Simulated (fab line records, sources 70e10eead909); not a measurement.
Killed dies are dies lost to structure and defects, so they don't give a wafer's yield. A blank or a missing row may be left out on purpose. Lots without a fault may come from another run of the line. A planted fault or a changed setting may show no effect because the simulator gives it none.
Chamber matching | flow nand_harc | NHARC_A_STAIRCASE_TRIM_12 on rie_diel-13: 4 sister chambers
The step chemistry O2, time 211.2 s. 8 wafers are shown with their chamber, then 7 later ones without.

WAFERS WITH THEIR CHAMBER
wafer  | chamber | drypump_motor_current_A (A) | showerhead_plenum_p_Torr (Torr)
L734.2 | 3       | 5.3                         | 3.80
L733.6 | 2       | 5.7                         | 3.41
L737.1 | 3       | 5.2                         | 3.78
L737.5 | 1       | 4.8                         | 3.42
L738.1 | 0       | 6.5                         | 3.45
L738.2 | 2       | 5.6                         | 3.39
L738.5 | 1       | 4.8                         | 3.42
L740.3 | 0       | 6.5                         | 3.44

WAFERS WITHOUT THEIR CHAMBER
wafer  | drypump_motor_current_A (A) | showerhead_plenum_p_Torr (Torr)
L740.5 | 4.8                         | 3.42
L740.6 | 5.6                         | 3.39
L739.3 | 4.8                         | 3.42
L739.5 | 5.6                         | 3.39
L739.6 | 4.8                         | 3.42
L742.1 | 6.5                         | 3.44
L742.5 | 5.6                         | 3.38

WHICH CHAMBER EACH WENT THROUGH
wafer  | from the rows above | in truth
L740.5 | 1                   | 1
L740.6 | 2                   | 2
L739.3 | 1                   | 1
L739.5 | 2                   | 2
L739.6 | 1                   | 1
L742.1 | 0                   | 0
L742.5 | 2                   | 2
Placed correctly: 7 of 7. Can't be placed from these rows: 0. Placed wrongly: 0.
How it was worked out, from the rows above alone: a wafer's distance from a chamber is the root of the sum, over the readings, of the square of ((its reading less the chamber's mean) divided by the reading's scatter). The wafer belongs to the nearest chamber; if the next one is less than 2 further off, it can't be placed. A chamber's mean is the mean of its shown wafers. The scatter: the root of (the sum of the squares of (reading less its chamber's mean) over the shown wafers, divided by (wafers less chambers)).
